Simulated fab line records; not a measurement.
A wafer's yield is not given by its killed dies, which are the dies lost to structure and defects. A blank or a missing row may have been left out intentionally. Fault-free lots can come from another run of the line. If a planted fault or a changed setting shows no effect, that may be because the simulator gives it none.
fab line records | flow n5-finfet
record lots=3 wafers=8 last-day=16
route steps=1938 shown BEOL_M10@1500 BEOL_M11@1536 BEOL_M15@1830 PASSIVATION@1936
lots untouched by any fault: they come from a run of this same line in which no faults occurred
start-h: hours from the record's opening day to when the first of the lot's shown wafers began | wait-h: hours since the lot's step before | " same as the row above | L1.1+2: a row that stands for several wafers | - no value, or no start was given | * or withheld: withheld | < > ~ a bound
route shown NAME@n: names a module that has steps shown in the file, with the first one's number in the route | usual: mean/standard deviation of fault-free wafers | same: alike in all rows | chamber/n: place in a boat | sites: the reading at each site | _std_site: standard deviation of those values | _edge_site: inner sites' mean taken away from outer sites' mean | radius-mm: for every site, how far away it sits from the centre of the wafer | mask NAME#n: copy n | behind: tool/chamber where the wafer was last shaped | hold: cause of the lot's hold/its duration in hours/its outcome | device: which transistor (n, p or np) failed to switch | end of line: tests run on the same wafers once the route is complete | where a step has no rows: the recipe by itself | killed: count of dies lost to structure and defects at first sort (not the wafer's yield) | map: per-die view of a wafer (x killed, . not killed, _ where there is no die)
set.NAME: the run value of the setting; set.NAME@STEP: its run value at that earlier step | model.NAME: the simulator's own value behind a step, which no gauge read
lots seen at some steps along the route; tables by step, rows by wafer
services: when a tool's chamber went out of use (start-h, in hours from the record's first day, below 0 if earlier), for how many hours, and the reason
## steps
# step N5_BEOL_M10_PEB_26
# recipe peb-temp-c=withheld peb-time-s=60 resist=CAR-ArF
# step N5_BEOL_M10_DEVELOP_27
# recipe develop-time-s=30 developer=TMAH resist=CAR-ArF rinse-liquid=diw dry=air-spin dev-temp-c=23
# step N5_BEOL_M10_DESCUM_33
# recipe chemistry=O2 time-s=7.9 source-power-w=50 bias-power-w=20 pressure-mtorr=20 rf-frequency-hz=2.712e+07 temp-c=40 resist=CAR-ArF o2-flow-sccm=225
# step N5_BEOL_M10_ETCH_65
# recipe chemistry=CF4 target=SiARC target-depth-a=390 mask-material=CAR-ArF time-s=65 ion-energy-ev=80 pressure-mtorr=40 source-w=545 bias-w=36 Ar_flow_sccm=100 cf4-flow-sccm=100 ends=cleared
# step N5_BEOL_M10_ETCH_66
# recipe chemistry=N2/H2 target=SOC target-depth-a=1200 overetch-a=240 mask-material=SiARC temp-c=40 time-s=180 ion-energy-ev=200 pressure-mtorr=30 source-w=840 bias-w=150 n2-flow-sccm=200 h2-flow-sccm=200
# step N5_BEOL_M10_STRIP_69
# recipe chemistry=N2/H2 temp-c=40 n2-flow-sccm=200 h2-flow-sccm=200 rf-frequency-hz=6e+07
# step N5_BEOL_M10_VIA_ETCH_34
# recipe chemistry=C4F6/O2 target=SiCOH_lowk target-depth-a=1845 mask-material=SOC taper-deg=4 time-s=69.2 ion-energy-ev=250 pressure-mtorr=30 source-w=345 bias-w=185 Ar_flow_sccm=300 C4F6_flow_sccm=10 O2_flow_sccm=10
# step N5_BEOL_M10_STRIP_73
# recipe chemistry=C4F6/O2 resist=SiARC rf-frequency-hz=6e+07
# step N5_BEOL_M10_STRIP_36
# recipe chemistry=N2/H2 power-w=450 temp-c=40 pressure-mtorr=20 rf-frequency-hz=6e+07 overash-fraction=0.3 bias-power-w=7 h2-frac=0.5 n2-flow-sccm=200 h2-flow-sccm=200
# step N5_BEOL_M10_TRENCH_ETCH_37
# recipe chemistry=C4F6/O2 target-depth-a=1488.3 target=SiCOH_lowk time-s=48 ion-energy-ev=250 pressure-mtorr=30 source-w=345 bias-w=185 Ar_flow_sccm=300 C4F6_flow_sccm=10 O2_flow_sccm=10
# usual drypump-motor-current-A=5.6/0.55 oes-product-au=0.77/0.052 rf-vpp-V=663/14 showerhead-plenum-p-Torr=2.82/0.071 throttle-valve-pct=21.04/0.21
# columns lot.wafer tool chamber start-h wait-h drypump-motor-current-A oes-product-au rf-hours-counter-h rf-vpp-V showerhead-plenum-p-Torr throttle-valve-pct model.BEOL_M10.feature-depth-nm model.etch.depth-nm model.TiN_of_BEOL_M10_HM_DEP_02.thk-nm
L713.1 rie-diel-02 2 268.96 - 5.1 0.85 60 637 2.77 21.14 149 148.9 16.2
L713.2 " 3 " " 5.4 0.74 176 660 2.94 21.00 145.8 145.8 16
L713.6 " 1 " " 5.0 0.80 - 664 2.80 21.14 143.2 143.2 16.2
L718.2 rie-diel-02 2 302.09 - 5.1 0.83 72 638 2.77 21.17 147.2 147.2 15.4
L718.5 " 2 " " 5.1 1.03 - 638 2.77 21.24 203.6 203.5 13.6
L725.4 rie-diel-03 1 338.75 - 6.1 0.81 97 688 2.88 20.79 143.8 143.7 15.8
L725.5 " 3 " " 6.0 0.71 - 657 2.82 20.69 150.6 150.7 16
L725.6 " 2 " " 5.6 0.80 - 660 2.88 20.64 150 150 15.2
# step N5_BEOL_M10_ETCH_41
# recipe chemistry=CH3F/O2 target=SiCN target-depth-a=426 taper-deg=2 time-s=86 ion-energy-ev=120 mask-material=TiN pressure-mtorr=30 source-w=395 bias-w=75 Ar_flow_sccm=150 CH3F_flow_sccm=30 O2_flow_sccm=20
# step N5_BEOL_M10_STRIP_77
# recipe chemistry=N2/H2 time-s=10 power-w=450 temp-c=40 pressure-mtorr=20 rf-frequency-hz=6e+07 bias-power-w=7 n2-flow-sccm=200 h2-flow-sccm=200
# step N5_BEOL_M10_OCD_MEAS_38
# usual trench-depth-nm=145.9/2.8
# columns lot.wafer tool chamber start-h wait-h trench-depth-nm
L713.1 ocd-02 - 269.14 - 149.0
L713.2 " - " " 145.7
L713.6 " - " " 143.6
L718.2 ocd-02 - 302.27 - 147.4
L718.5 " - " " 203.5
L725.4 ocd-02 - 338.94 - 143.6
L725.5 " - " " 150.7
L725.6 " - " " 150.0
# step N5_BEOL_M10_HM_STRIP_39
# recipe chemistry=peroxide-tin-strip material=TiN target-depth-a=250 temp-c=50 time-s=158
# step N5_BEOL_M10_SRD_40
# recipe time-s=30 temp-c=23 rinse-liquid=diw dry=ipa-marangoni
# step N5_BEOL_M10_PRECLEAN_42
# recipe chemistry=residue-remover time-s=60 temp-c=40
# step N5_BEOL_M10_SRD_43
# recipe time-s=30 temp-c=23 rinse-liquid=diw dry=ipa-marangoni
# step N5_BEOL_M10_CURE_72
# recipe temp-c=370 time-s=120 ambient=DMADMS/He material=SiCOH_lowk
# step N5_BEOL_M10_DEGAS_44
# recipe ambient=vacuum temp-c=250 time-s=60
# step N5_BEOL_M10_PRE_CLEAN_45
# recipe gas=H2/He time-s=30 temp-c=250
# step N5_BEOL_M10_ALD_74
# recipe material=TaN target-thk-a=20 temp-c=275 ald-precursor-family=PDMAT ald-co-reactant=NH3 pressure-torr=3 carrier-flow-sccm=1500 pulse-time-s=2 purge-time-s=3 co-reactant-purge-time-s=2 co-reactant-pulse-time-s=3 ald-cycles=40 precursor-vessel-temp-c=75 precursor-vessel-pressure-torr=26.25 precursor-vessel-carrier-sccm=1000
# step N5_BEOL_M10_SURFACE_TREAT_76
# recipe gas=Ar time-s=* ion-energy-ev=* ion-current-ma-cm2=0.5 pressure-mtorr=* ar-flow-sccm=30
# step N5_BEOL_M10_CVD_75
# recipe material=Co target-thk-a=20 temp-c=withheld precursor=CCTBA/H2 pressure-torr=30 time-s=138.9
# step N5_BEOL_M10_SPUTTER_48
# recipe material=Cu target-thk-a=120 temp-c=-20 bias-v=60 power-w=26000 chamber-pressure-pa=0.13 time-s=2
# step N5_BEOL_M10_ECD_50
# recipe material=Cu target-thk-a=3180
# step N5_BEOL_M10_ANNEAL_51
# recipe temp-c=225 time-s=90 ambient=N2
# step N5_BEOL_M10_CMP_52
# recipe stop-on=SiCOH_lowk t-overpolish-s=7 down-force-psi=1 platen-rpm=50 clearing-platen-down-force-psi=1.5 clearing-platen-rpm=50 post-cmp-clean=cu-alkaline target-thk-nm=140 clearing-platen-pad-velocity-m-s=0.99484 pad-velocity-m-s=0.99484
# usual clearing-platen-rpm=49.998/0.028 head-pressure-psi=1.0001/0.002 motor-current-A=6.1/0.95
# columns lot.wafer tool chamber start-h wait-h clearing-platen-rpm head-pressure-psi motor-current-A model.Cu_of_BEOL_M10_ECD_50.thk-nm
L713.2 cmp-01 0 271.54 0.2 50.017 0.9988 6.4 136.2
L713.1 " 1 " " 49.962 0.9981 7.2 141.2
L713.6 " 1 " " 49.990 0.9991 7.5 134.6
L718.2 cmp-03 0 307.32 0.2 49.972 1.0026 5.4 137.6
L718.5 " 0 " " 49.989 1.0011 5.6 193
L725.4 cmp-02 0 341.53 0.1 49.996 0.9969 4.8 133.8
L725.5 " 0 " " 49.986 0.9963 4.6 141.4
L725.6 " 1 " " 50.014 0.9978 6.0 140.2
# step N5_BEOL_M10_THK_MEAS_53
# recipe thk-meas-gauge=xrf reads=Cu_of_BEOL_M10_ECD_50
# usual M10_THK=140/3.4
# columns lot.wafer tool chamber start-h wait-h M10_THK[nm]
L713.1 film-metro-01 - 271.83 - 141
L713.2 " - " " 136
L713.6 " - " " 134
L718.2 film-metro-02 - 307.58 - 141
L718.5 " - " " 199
L725.4 film-metro-02 - 341.82 - 137
L725.5 " - " " 145
L725.6 " - " " 143
# step N5_BEOL_M10_PRE_CLEAN_55
# recipe gas=NH3 time-s=15 temp-c=withheld rf-power-w=300
# step N5_BEOL_M10_DEP_56
# recipe material=SiCN target-thk-a=150 temp-c=withheld precursor=3MS/NH3 pressure-torr=3 rf-w=202 time-s=26.5
# step N5_BEOL_M10_RS_MEAS_57
# recipe thk-meas-gauge=four-point-probe reads=Cu_of_BEOL_M10_ECD_50+Co_of_BEOL_M10_CVD_75+TaN_of_BEOL_M10_ALD_74
# usual M10_RS=0.154/0.0037
# columns lot.wafer tool chamber start-h wait-h M10_RS[ohm/sq]
L713.1 film-metro-02 - 271.97 0.1 0.150
L713.2 " - " " 0.156
L713.6 " - " " 0.157
L718.2 film-metro-02 - 307.72 0.1 0.154
L718.5 " - " " 0.106
L725.4 film-metro-02 - 341.96 0.0 0.159
L725.5 " - " " 0.149
L725.6 " - " " 0.151
# step N5_BEOL_M11_ILD_DEP_00
# recipe material=SiCOH_lowk target-thk-a=3085.1 temp-c=300 precursor=DEMS/porogen pressure-torr=5 rf-w=500 time-s=58
# step N5_BEOL_M11_CURE_71
# recipe temp-c=385 time-s=240 ambient=He/Ar material=SiCOH_lowk
# step N5_BEOL_M11_PECVD_70
# recipe material=SiO2 target-thk-a=200 temp-c=400 precursor=TEOS/O2 pressure-torr=5.5 rf-w=450 teos-flow-sccm=53.8 gas=O2 flow-sccm=3000 time-s=22.7
# step N5_BEOL_M11_HM_DEP_02
# recipe material=TiN target-thk-a=200 temp-c=25 chamber-pressure-pa=0.49996
# step N5_BEOL_M11_COAT_59
# recipe resist=SOC temp-c=250 time-s=60 spin-rpm=1500 resist-thk-nm=100
# step N5_BEOL_M15_RC_MEAS_101
# usual COMB_M11=1.44e-11/2.8e-12 COMB_M12=6.2e-12/1.2e-12 COMB_M13=4.9e-12/9.7e-13 COMB_M14=3.6e-12/7.4e-13 COMB_M15=2.5e-12/5.2e-13 COMB_M5=3.5e-11/6.6e-12 COMB_M6=2.6e-11/5.6e-12 COMB_M6_max_site=3.8e-11/1e-11 COMB_M7=2.6e-11/5.6e-12 COMB_M8=2.6e-11/4.8e-12 COMB_M9=1.49e-11/2.8e-12 SERP_M10=3.12/0.093 SERP_M10_max_site=3.20/0.1 SERP_M11=3.07/0.1 SERP_M12=0.646/0.018 SERP_M13=0.309/0.0082 SERP_M14=0.165/0.0049 SERP_M5=38.7/1.8 SERP_M6=13.9/0.61 SERP_M7=13.7/0.62 SERP_M8=13.9/0.52 SERP_M9=3.13/0.086
# columns lot.wafer tool chamber start-h wait-h COMB_M11[S/m] COMB_M12[S/m] COMB_M13[S/m] COMB_M14[S/m] COMB_M15[S/m] COMB_M5[S/m] COMB_M6[S/m] COMB_M6_max_site[S/m] COMB_M7[S/m] COMB_M8[S/m] COMB_M9[S/m] SERP_M10[ohm/um] SERP_M10_max_site[ohm/um] SERP_M11[ohm/um] SERP_M12[ohm/um] SERP_M13[ohm/um] SERP_M14[ohm/um] SERP_M5[ohm/um] SERP_M6[ohm/um] SERP_M7[ohm/um] SERP_M8[ohm/um] SERP_M9[ohm/um]
L713.1 prober-01 0 301.41 0.0 1.24e-11 7.1e-12 7.7e-12 3.4e-12 2.6e-12 4e-11 2.6e-11 3.7e-11 2.7e-11 4.8e-11 1.7e-11 2.99 3.12 3.15 0.625 0.310 0.170 43.0 14.7 14.8 13.5 3.33
L713.2 " 0 " " 1.33e-11 6.5e-12 5.5e-12 3.4e-12 2.6e-12 3.8e-11 2.2e-11 3.4e-11 2.6e-11 3.4e-11 1.24e-11 3.08 3.19 3.13 0.646 0.299 0.163 40.3 14.1 13.5 13.6 3.17
L713.6 " 0 " " 1.35e-11 4.4e-12 4.1e-12 3.2e-12 2.2e-12 3.2e-11 2.4e-11 3.7e-11 3.1e-11 2.3e-11 1.68e-11 3.11 3.27 3.15 0.650 0.305 0.160 40.8 13.5 14.1 13.4 3.15
L718.2 prober-01 0 342.64 0.2 1.37e-11 6.6e-12 5.4e-12 3.3e-12 2.5e-12 4.1e-11 3.5e-11 5.4e-11 2.7e-11 2.2e-11 2.16e-11 3.07 3.12 3.05 0.635 0.296 0.161 38.8 14.9 15.0 13.9 2.99
L718.5 " 0 " " 1.33e-11 5.7e-12 4.5e-12 2.8e-12 2.7e-12 2.8e-11 2.8e-11 4.2e-11 3e-11 2.3e-11 1.9e-11 2.11 2.16 3.25 0.628 0.301 0.168 40.4 14.3 14.4 14.6 3.11
L725.4 prober-01 0 373.75 0.9 1.21e-11 4.8e-12 4.7e-12 4e-12 2.7e-12 6.4e-11 2.5e-11 3.6e-11 2.2e-11 2.3e-11 2.04e-11 3.29 3.33 3.22 0.634 0.309 0.165 41.4 13.4 12.3 13.5 3.14
L725.5 " 0 " " 1.53e-11 4.9e-12 4.5e-12 5.9e-12 3.5e-12 3.4e-11 2.3e-11 3e-11 4.1e-11 2.1e-11 1.29e-11 2.98 3.06 3.14 0.665 0.321 0.164 38.0 14.2 12.9 13.4 3.22
L725.6 " 0 " " 1.54e-11 6.1e-12 4.7e-12 4.6e-12 2.1e-12 5.3e-11 2.4e-11 3.8e-11 2.7e-11 2.3e-11 1.23e-11 3.06 3.09 3.08 0.646 0.307 0.162 43.6 13.3 13.0 14.2 3.23
# sites SERP_M10 radius-mm=0,75,75,75,75,140,140,140,140
L713.1 2.88 2.97 3.02 2.97 2.99 2.99 3.12 2.98 3.03
L718.2 2.97 3.07 3.07 3.02 3.04 3.08 3.10 3.06 3.12
L725.4 3.29 3.33 3.24 3.30 3.23 3.29 3.14 3.33 3.11
# step N5_PASSIVATION_PROBE_49
# usual defect-limited-yield=91.0/1.5 killed_at_M0_to_M3=33/9.4 killed_at_M4_up=14/4.8 killed-at-contacts=13/7.3 killed-at-front-end=43/13 killed-at-other=3.6/2.9 killed-dies=106/18 killed-open=69/13 killed-short=35/8.2 sort_bin_5_function=5.3/1 sort_bin_6_memory=3.3/0.68 sort-n-pass=1074/18 sort-yield-pct=91.0/1.5
# same gross-dies=1180 killed-at-back-side=0 sort_bin_4_leakage[%]=0 sort_bin_8_speed[%]=0
# columns lot.wafer tool chamber start-h wait-h defect-limited-yield[%] killed_at_M0_to_M3 killed_at_M4_up killed-at-contacts killed-at-front-end killed-at-other killed-dies killed-open killed-short sort_bin_5_function[%] sort_bin_6_memory[%] sort-n-pass sort-yield-pct[%]
L713.1 prober-01 - 317.03 0.0 92.8 20 16 2 46 1 85 49 27 3.6 2.6 1095 92.8
L713.2 prober-01 - 317.08 0.1 93.1 24 10 4 39 4 81 41 34 3.8 2.4 1099 93.1
L713.6 prober-01 - 317.28 0.3 91.6 46 11 2 36 4 99 69 26 4.3 3.6 1081 91.6
L718.5 prober-02 - 356.75 0.2 91.4 31 21 7 39 3 101 65 35 5.6 2.6 1079 91.4
L725.4 prober-02 - 388.53 0.2 93.1 29 10 8 31 4 82 60 20 4.8 2.1 1098 93.1
L725.5 prober-02 - 388.58 0.2 90.7 40 16 11 40 3 110 78 29 5.3 3.7 1070 90.7
L725.6 prober-02 - 388.63 0.3 91.2 34 23 6 35 6 104 69 33 5.0 3.6 1076 91.2
# killed by level:class
L713.1 FIN_SAQP:geometric-particle:open=9 HKMG_FIN:area-etch=9 GATE_CUT:geometric-particle:open=6 BEOL_M0_SAQP:geometric-particle:short=5 BEOL_M4:geometric-particle:open=5 ILD0:geometric-particle:short=4 GATE_CUT:geometric-particle:short=4 BEOL_M0_SAQP:geometric-particle:open=4
L713.2 BEOL_M0_SAQP:geometric-particle:short=8 HKMG_FIN:area-etch=6 FIN_SAQP:geometric-particle:short=5 GATE_CUT:geometric-particle:short=5 FIN_SAQP:geometric-particle:open=4 STI_FIN_REVEAL:geometric-particle:open=4 BEOL_M4:geometric-particle:open=4 DUMMY_GATE:geometric-particle:open=4
L713.6 BEOL_M1:geometric-particle:open=18 BEOL_M3:geometric-particle:open=9 FIN_SAQP:geometric-particle:open=8 BEOL_M4:geometric-particle:open=7 BEOL_M2:geometric-particle:open=6 BEOL_M0_SAQP:geometric-particle:open=5 FIN_SAQP:geometric-particle:short=4 GATE_CUT:geometric-particle:open=4
L718.5 STI_FIN_REVEAL:geometric-particle:open=13 BEOL_M0_SAQP:geometric-particle:short=9 BEOL_M3:geometric-particle:open=9 BEOL_M2:geometric-particle:open=7 BEOL_M6:geometric-particle:open=6 STARTING-WAFER:geometric-particle:short=6 GATE_CUT:geometric-particle:short=5 MOL_CONTACT_COAG:geometric-particle:open=5
L725.4 STI_FIN_REVEAL:geometric-particle:open=11 BEOL_M3:geometric-particle:open=8 MOL_CONTACT_COAG:geometric-particle:open=6 BEOL_M0_SAQP:geometric-particle:short=6 BEOL_M0_SAQP:geometric-particle:open=6 BEOL_M2:geometric-particle:open=6 FIN_SAQP:geometric-particle:open=4 GATE_CUT:geometric-particle:short=4
L725.5 MOL_CONTACT_COAG:geometric-particle:open=10 BEOL_M2:geometric-particle:open=9 BEOL_M0_SAQP:geometric-particle:short=8 BEOL_M4:geometric-particle:open=8 BEOL_M0_SAQP:geometric-particle:open=8 FIN_SAQP:geometric-particle:open=6 STI_FIN_REVEAL:geometric-particle:open=6 BEOL_M3:geometric-particle:open=6
L725.6 FIN_SAQP:geometric-particle:open=10 BEOL_M4:geometric-particle:open=10 STI_FIN_REVEAL:geometric-particle:open=8 BEOL_M0_SAQP:geometric-particle:short=8 BEOL_M3:geometric-particle:open=8 BEOL_M0_SAQP:geometric-particle:open=6 MOL_CONTACT_COAG:geometric-particle:open=5 BEOL_M2:geometric-particle:open=5
## services
# columns tool chamber start-h hours kind
cmp-02 - 263.21 4.0 pm
cmp-02 - 267.21 - consumable-replace:conditioner
cmp-02 - 267.21 - consumable-replace:pad
cmp-03 - 297.84 1.4 repair
cmp-01 - 302.21 1.4 repair
rie-diel-03 3 307.60 7.1 repair
cmp-03 - 329.41 1.3 repair
rie-diel-02 3 335.50 4.8 repair
## key
first-sign step=N5_BEOL_M10_TRENCH_ETCH_37 reading=oes-product-au direction=up sigmas=5.1 usual=0.77 struck=1.03
effect step=N5_BEOL_M10_OCD_MEAS_38 reading=trench-depth-nm direction=up sigmas=21 usual=145.9 struck=203.5
effect step=N5_BEOL_M10_THK_MEAS_53 reading=M10_THK direction=up sigmas=17 usual=140 struck=199
effect step=N5_BEOL_M10_RS_MEAS_57 reading=M10_RS direction=down sigmas=13 usual=0.154 struck=0.106
effect step=N5_BEOL_M15_RC_MEAS_101 reading=SERP_M10 direction=down sigmas=11 usual=3.12 struck=2.11
model-effect step=N5_BEOL_M10_TRENCH_ETCH_37 value=BEOL_M10.feature-depth-nm without=148.2 struck=203.6
model-effect step=N5_BEOL_M10_CMP_52 value=Cu_of_BEOL_M10_ECD_50.thk-nm without=137.6 struck=193
met-at N5_BEOL_M10_TRENCH_ETCH_37
struck-wafers L718.5
onset-between 268.96 302.09
fault kind=process-parameter-drift tool=rie-diel-02 chamber=- onset-h=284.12 steps=N5_BEOL_M10_TRENCH_ETCH_37 channel=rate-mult offset=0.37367 shape=step end-h=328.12 scope=struck-wafers-only
